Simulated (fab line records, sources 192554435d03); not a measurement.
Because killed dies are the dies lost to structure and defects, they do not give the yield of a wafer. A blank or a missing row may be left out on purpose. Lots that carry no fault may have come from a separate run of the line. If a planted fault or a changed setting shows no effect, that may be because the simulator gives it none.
The tool behind it: which one? + flow n5Finfet + 22 wafers from 8 lots sampled at 6 of the route's 1938 steps

WHAT THE GAUGES READ, wafer by wafer
N5_BEOL_M0_RS_MEAS_126: a four-point-probe measurement. Usual: M0_RS typically reads 0.537 ohm/sq, with standard deviation 0.021.
| lot  | measured     | on           | M0_RS (ohm/sq)    | flag |
|------|--------------|--------------|-------------------|------|
| L395 | day 6 01:41  | filmMetro-02 | 0.569 0.542 0.576 |      |
| L402 | day 7 15:24  | filmMetro-02 | 0.561 0.544       |      |
| L406 | day 8 16:45  | filmMetro-01 | 0.641 0.627 0.653 | OFF  |
| L407 | day 9 03:43  | filmMetro-02 | 0.630 0.625 0.643 | OFF  |
| L412 | day 10 11:53 | filmMetro-01 | 0.536 0.552       |      |
| L414 | day 11 02:56 | filmMetro-01 | 0.520 0.505 0.496 |      |
| L415 | day 11 03:12 | filmMetro-01 | 0.567 0.523 0.521 |      |
| L417 | day 11 11:55 | filmMetro-01 | 0.565 0.503 0.541 |      |

N5_BEOL_M4_RC_MEAS_101. Usual: DIBL_N 36.6 mV/V, standard deviation 2.3; DIBL_P 36.3 mV/V, standard deviation 2.8; IOFF_N 0.17 nA/um, standard deviation 0.047; IOFF_P 0.22 nA/um, standard deviation 0.048; ION_N 676 uA/um, standard deviation 14; ION_P 463 uA/um, standard deviation 9.4; SS_N 71.6 mV/dec, standard deviation 0.84; SS_P 73.4 mV/dec, standard deviation 0.85; VT_N 249 mV, standard deviation 3.7; VT_P -249 mV, standard deviation 3.6.
| lot  | measured     | on        | DIBL_N (mV/V)  | DIBL_P (mV/V)  | IOFF_N (nA/um) | IOFF_P (nA/um) | ION_N (uA/um) | ION_P (uA/um) | SS_N (mV/dec)  | SS_P (mV/dec)  | VT_N (mV)   | VT_P (mV)      | flag |
|------|--------------|-----------|----------------|----------------|----------------|----------------|---------------|---------------|----------------|----------------|-------------|----------------|------|
| L395 | day 7 23:09  | prober-02 | 35.1 34.6 37.2 | 32.6 33.7 37.4 | 0.15 0.13 0.18 | 0.18 0.18 0.24 | 667 679 674   | 461 470 467   | 72.0 70.9 71.3 | 73.0 71.8 73.8 | 249 253 248 | -249 -249 -248 |      |
| L402 | day 9 14:20  | prober-01 | 34.9 33.2      | 34.5 32.8      | 0.15 0.12      | 0.22 0.19      | 683 672       | 473 470       | 70.9 70.8      | 72.8 72.7      | 246 253     | -246 -249      |      |
| L412 | day 12 01:37 | prober-02 | 39.0 37.3      | 40.8 36.9      | 0.24 0.20      | 0.32 0.24      | 689 683       | 475 471       | 72.3 72.7      | 74.6 74.1      | 241 247     | -241 -248      |      |
| L414 | day 12 23:11 | prober-01 | 36.6 34.8 35.4 | 38.3 35.2 37.6 | 0.16 0.13 0.15 | 0.25 0.19 0.23 | 679 661 681   | 473 459 470   | 73.0 71.9 71.8 | 73.3 73.0 74.2 | 248 253 251 | -247 -253 -247 |      |
| L415 | day 13 07:01 | prober-02 | 35.8 35.3 33.0 | 32.8 35.1 32.1 | 0.16 0.15 0.12 | 0.16 0.19 0.16 | 665 659 671   | 450 446 462   | 71.0 71.2 71.2 | 72.8 72.9 71.8 | 249 247 252 | -256 -252 -254 |      |
| L417 | day 13 21:49 | prober-01 | 40.5 39.5 38.0 | 41.1 40.5 36.5 | 0.25 0.24 0.18 | 0.29 0.27 0.21 | 671 674 674   | 459 458 455   | 72.9 72.5 72.3 | 75.4 74.9 74.3 | 244 243 248 | -249 -250 -253 |      |

WHICH TOOL RAN EACH LOT (tool, then ch and the chambers of the sampled wafers, then the start)
| lot  | N5_BEOL_M0_STRIP_104              | N5_BEOL_M0_TRENCH_ETCH_107        | N5_BEOL_M0_STRIP_142              | N5_BEOL_M0_ETCH_109               |
|------|-----------------------------------|-----------------------------------|-----------------------------------|-----------------------------------|
| L395 | rieDiel-02 ch 0,1,3, day 5 20:27  | rieDiel-03 ch 0,2,3, day 5 20:47  | rieDiel-03 ch 0,2,3, day 5 20:49  | rieDiel-02 ch 1,2,3, day 5 21:24  |
| L402 | rieDiel-03 ch 2, day 7 11:34      | rieDiel-03 ch 0,2, day 7 11:44    | rieDiel-03 ch 0,2, day 7 11:45    | rieDiel-01 ch 1,3, day 7 11:59    |
| L406 | rieDiel-03 ch 0,2, day 8 11:52    | rieDiel-03 ch 0,2,3, day 8 12:02  | rieDiel-03 ch 0,2,3, day 8 12:04  | rieDiel-03 ch 0,2,3, day 8 12:18  |
| L407 | rieDiel-01 ch 1,2,3, day 9 00:10  | rieDiel-01 ch 0,2,3, day 9 00:20  | rieDiel-01 ch 0,2,3, day 9 00:21  | rieDiel-01 ch 0,2,3, day 9 00:32  |
| L412 | rieDiel-02 ch 0,1, day 10 03:23   | rieDiel-03 ch 3, day 10 03:33     | rieDiel-03 ch 3, day 10 03:34     | rieDiel-03 ch 2, day 10 03:46     |
| L414 | rieDiel-03 ch 0,2, day 10 23:20   | rieDiel-02 ch 1,3, day 10 23:37   | rieDiel-02 ch 1,3, day 10 23:38   | rieDiel-01 ch 0,2,3, day 10 23:50 |
| L415 | rieDiel-02 ch 0,1,2, day 10 23:32 | rieDiel-02 ch 1,2,3, day 10 23:44 | rieDiel-02 ch 1,2,3, day 10 23:46 | rieDiel-01 ch 1,2, day 10 23:57   |
| L417 | rieDiel-02 ch 0,1, day 11 08:27   | rieDiel-02 ch 0,2,3, day 11 09:01 | rieDiel-02 ch 0,2,3, day 11 09:02 | rieDiel-01 ch 0,1,2, day 11 09:19 |
- N5_BEOL_M0_STRIP_104: strips in N2/H2.
- N5_BEOL_M0_TRENCH_ETCH_107: etches SiOC in C4F6/O2, target depth 32.8 nm, time 16.4 s.
- N5_BEOL_M0_STRIP_142: strips in N2/H2, time 10 s.
- N5_BEOL_M0_ETCH_109: etches SiCN in CH3F/O2, target depth 8 nm, overetch 2.4 nm, time 27.4 s.

AS READ BY THE TOOLS THEMSELVES (means over the sampled wafers that have a number; for cases with no such wafer, the mark the record gives instead)
N5_BEOL_M0_STRIP_104. Usual: chamberPressureMTorr 20.00 mTorr, standard deviation 0.041; drypumpMotorCurrentA 5.7 A, standard deviation 0.42; oesProductAu 0.78 a.u., standard deviation 0.091; rfVppV 59.0 V, standard deviation 1.5; showerheadPlenumPTorr 2.55 Torr, standard deviation 0.11; throttleValvePct 23.7 %, standard deviation 0.38.
| lot  | tool       | chamberPressureMTorr (mTorr) | drypumpMotorCurrentA (A) | oesProductAu (a.u.) | rfVppV (V) | showerheadPlenumPTorr (Torr) | throttleValvePct (%) | flag |
|------|------------|------------------------------|--------------------------|---------------------|------------|------------------------------|----------------------|------|
| L395 | rieDiel-02 | 19.99                        | 5.8                      | 0.74                | 59.4       | 2.47                         | 23.8                 |      |
| L402 | rieDiel-03 | 20.03                        | 5.7                      | 0.76                | 59.4       | 2.52                         | 23.2                 |      |
| L406 | rieDiel-03 | 20.00                        | 5.5                      | 0.69                | 60.3       | 2.45                         | 23.7                 |      |
| L407 | rieDiel-01 | 20.02                        | 5.7                      | 0.77                | 60.2       | 2.54                         | 23.7                 |      |
| L412 | rieDiel-02 | 20.01                        | 5.5                      | 0.81                | 58.4       | 2.56                         | 23.8                 |      |
| L414 | rieDiel-03 | 20.04                        | 5.5                      | 0.80                | 58.1       | 2.58                         | 23.3                 |      |
| L415 | rieDiel-02 | 20.01                        | 5.4                      | 0.81                | 59.2       | 2.60                         | 23.9                 |      |
| L417 | rieDiel-02 | 20.03                        | 5.6                      | 0.83                | 59.8       | 2.61                         | 23.6                 |      |

N5_BEOL_M0_TRENCH_ETCH_107. Usual: C4F6_flow_sccm 10.000 sccm, standard deviation 0.029; O2_flow_sccm 10.00 sccm, standard deviation 0.031; chamberPressureMTorr 29.996 mTorr, standard deviation 0.026; drypumpMotorCurrentA 5.7 A, standard deviation 0.41; oes_ar_750_au 0.78 a.u., standard deviation 0.092; oesProductAu 0.77 a.u., standard deviation 0.094; rfVppV 672 V, standard deviation 18; showerheadPlenumPTorr 2.83 Torr, standard deviation 0.12; throttleValvePct 20.86 %, standard deviation 0.25.
| lot  | tool       | C4F6_flow_sccm (sccm) | O2_flow_sccm (sccm) | chamberPressureMTorr (mTorr) | drypumpMotorCurrentA (A) | oes_ar_750_au (a.u.) | oesProductAu (a.u.) | rfVppV (V) | showerheadPlenumPTorr (Torr) | throttleValvePct (%) | flag |
|------|------------|-----------------------|---------------------|------------------------------|--------------------------|----------------------|---------------------|------------|------------------------------|----------------------|------|
| L395 | rieDiel-03 | 10.004                | 10.01               | 29.991                       | 5.7                      | 0.77                 | 0.78                | 681        | 2.82                         | 20.85                |      |
| L402 | rieDiel-03 | 9.970                 | 10.02               | 29.998                       | 5.5                      | 0.72                 | 0.72                | 682        | 2.77                         | 20.94                |      |
| L406 | rieDiel-03 | 10.005                | 10.02               | 30.005                       | 5.7                      | 0.74                 | 0.75                | 680        | 2.81                         | 20.88                |      |
| L407 | rieDiel-01 | 10.002                | 10.02               | 30.024                       | 5.6                      | 0.76                 | 0.76                | 665        | 2.88                         | 20.92                |      |
| L412 | rieDiel-03 | 10.042                | 9.99                | 29.996                       | 6.0                      | 0.81                 | 0.82                | 678        | 2.89                         | 20.76                |      |
| L414 | rieDiel-02 | 10.031                | 9.99                | 30.000                       | 6.2                      | 0.86                 | 0.85                | 685        | 2.95                         | 20.85                |      |
| L415 | rieDiel-02 | 9.976                 | 9.97                | 29.965                       | 5.9                      | 0.87                 | 0.88                | 674        | 2.99                         | 20.87                |      |
| L417 | rieDiel-02 | 9.995                 | 10.01               | 30.013                       | 5.6                      | 0.79                 | 0.78                | 665        | 2.88                         | 21.04                |      |

N5_BEOL_M0_STRIP_142. Usual: chamberPressureMTorr 19.998 mTorr, standard deviation 0.019; drypumpMotorCurrentA 5.7 A, standard deviation 0.41; oesProductAu 0.77 a.u., standard deviation 0.091; rfVppV 59.2 V, standard deviation 0.82; showerheadPlenumPTorr 2.52 Torr, standard deviation 0.099; throttleValvePct 23.6 %, standard deviation 0.36.
| lot  | tool       | chamberPressureMTorr (mTorr) | drypumpMotorCurrentA (A) | oesProductAu (a.u.) | rfVppV (V) | showerheadPlenumPTorr (Torr) | throttleValvePct (%) | flag |
|------|------------|------------------------------|--------------------------|---------------------|------------|------------------------------|----------------------|------|
| L395 | rieDiel-03 | 19.995                       | 5.7                      | 0.78                | 59.5       | 2.51                         | 23.5                 |      |
| L402 | rieDiel-03 | 19.987                       | 5.5                      | 0.72                | 59.5       | 2.46                         | 23.6                 |      |
| L406 | rieDiel-03 | 19.974                       | 5.7                      | 0.75                | 58.5       | 2.50                         | 23.5                 |      |
| L407 | rieDiel-01 | 20.014                       | 5.6                      | 0.75                | 59.0       | 2.57                         | 23.7                 |      |
| L412 | rieDiel-03 | 19.995                       | 6.0                      | 0.83                | 60.2       | 2.56                         | 23.3                 |      |
| L414 | rieDiel-02 | 19.996                       | 6.2                      | 0.83                | 59.3       | 2.62                         | 23.6                 |      |
| L415 | rieDiel-02 | 19.996                       | 5.9                      | 0.85                | 60.0       | 2.66                         | 23.7                 |      |
| L417 | rieDiel-02 | 20.008                       | 5.6                      | 0.77                | 58.9       | 2.56                         | 24.0                 |      |

N5_BEOL_M0_ETCH_109. Usual: CH3F_flow_sccm 30.00 sccm, standard deviation 0.087; O2_flow_sccm 19.99 sccm, standard deviation 0.064; chamberPressureMTorr 30.001 mTorr, standard deviation 0.024; drypumpMotorCurrentA 5.7 A, standard deviation 0.41; oesProductAu 0.67 a.u., standard deviation 0.07; rfVppV 297.6 V, standard deviation 1.7; showerheadPlenumPTorr 2.01 Torr, standard deviation 0.082; throttleValvePct 16.34 %, standard deviation 0.25.
| lot  | tool       | CH3F_flow_sccm (sccm) | O2_flow_sccm (sccm) | chamberPressureMTorr (mTorr) | drypumpMotorCurrentA (A) | oesProductAu (a.u.) | rfVppV (V) | showerheadPlenumPTorr (Torr) | throttleValvePct (%) | flag |
|------|------------|-----------------------|---------------------|------------------------------|--------------------------|---------------------|------------|------------------------------|----------------------|------|
| L395 | rieDiel-02 | 30.02                 | 20.00               | 29.996                       | 5.9                      | 0.72                | 297.4      | 2.03                         | 16.33                |      |
| L402 | rieDiel-01 | 30.02                 | 19.91               | 30.001                       | 5.9                      | 0.62                | 298.3      | 2.03                         | 16.55                |      |
| L406 | rieDiel-03 | -                     | -                   | -                            | -                        | -                   | -          | -                            | -                    | OFF  |
| L407 | rieDiel-01 | -                     | -                   | -                            | -                        | -                   | -          | -                            | -                    | OFF  |
| L412 | rieDiel-03 | 30.21                 | 20.01               | 30.009                       | 5.6                      | 0.64                | 296.8      | 2.01                         | 16.49                |      |
| L414 | rieDiel-01 | 30.03                 | 20.01               | 30.021                       | 5.6                      | 0.63                | 298.2      | 2.02                         | 16.43                |      |
| L415 | rieDiel-01 | 29.96                 | 19.93               | 30.001                       | 5.4                      | 0.69                | 296.1      | 1.95                         | 16.14                |      |
| L417 | rieDiel-01 | 29.91                 | 20.01               | 30.002                       | 5.7                      | 0.64                | 296.8      | 1.99                         | 16.29                |      |

THE ANSWER, worked out from the rows above alone
Rule: take the mean of a lot's wafers that have a number; if it is more than 3 standard deviations from the usual mean, the lot is off. Also off: a lot with no number at a reading for which 4 or more lots have one. All remaining lots with rows at the step are treated as sound. Order of review: gauges by route order, followed by the tools' own readings, for which a lot's mean as printed above is used. The first step at which some lot is off is used, and at that step the reading that is off furthest; a lot without a number counts as furthest.
Off: L406, L407, at N5_BEOL_M0_RS_MEAS_126 (M0_RS).
A tool fits if, at a process step before that reading, it ran every lot that is off, and no sound lot after the first of them. Not tried: the gauges at N5_BEOL_M0_RS_MEAS_126; whatever is off there is also off at N5_BEOL_M0_ETCH_109, on other tools, and gauge error can't account for it. Not one of the candidates tried fits.

WHAT THE SIMULATOR HAD PUT IN
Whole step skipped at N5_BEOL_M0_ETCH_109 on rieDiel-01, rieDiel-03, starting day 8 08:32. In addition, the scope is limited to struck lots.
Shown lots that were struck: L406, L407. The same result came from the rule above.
